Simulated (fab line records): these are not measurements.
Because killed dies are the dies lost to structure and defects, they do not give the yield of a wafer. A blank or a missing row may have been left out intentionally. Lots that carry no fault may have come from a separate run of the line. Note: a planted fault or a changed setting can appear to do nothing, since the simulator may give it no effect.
Matching of chambers | flow nand_harc | rie_diel-02 running NHARC_A_STAIRCASE_ETCH_169: 4 sister chambers
The step etches the open film in CH3F/O2, target depth 50 nm, time 107.1 s. 4 wafers are shown with their chamber, then 11 later ones without.

EACH WAFER AND ITS CHAMBER
wafer  | chamber | drypump_motor_current_A (A)
L088.2 | 2       | 6.03
L088.4 | 3       | 5.21
L088.6 | 0       | 5.63
L090.1 | 1       | 5.76

WAFERS WITH NO CHAMBER GIVEN
wafer  | drypump_motor_current_A (A)
L090.3 | 5.21
L090.6 | 5.77
L093.1 | 6.01
L093.3 | 5.80
L093.5 | 5.61
L092.3 | 6.00
L092.4 | 5.78
L092.6 | 6.00
L097.2 | 5.77
L097.3 | 5.20
L097.6 | 5.61

EACH ONE'S CHAMBER
wafer  | from the rows above | in truth
L090.3 | 3                   | 3
L090.6 | 1                   | 1
L093.1 | 2                   | 2
L093.3 | 1                   | 1
L093.5 | 0                   | 0
L092.3 | 2                   | 2
L092.4 | 1                   | 1
L092.6 | 2                   | 2
L097.2 | 1                   | 1
L097.3 | 3                   | 3
L097.6 | 0                   | 0
11 of 11 placed correctly. From these rows, 0 cannot be placed. Number placed wrongly: 0.
How it was worked out, from the rows above alone: a wafer's distance from a chamber is the root of the sum, over the readings, of the square of ((its reading less the chamber's mean) divided by the reading's scatter). If the next closest chamber is less than 2 further off than the closest, the wafer can't be placed; otherwise it belongs to the closest. Each chamber's mean is taken over the wafers shown for it. The scatter: with one shown wafer a chamber, the root of the mean of the squares of how far each hidden wafer lies from its nearest shown one.
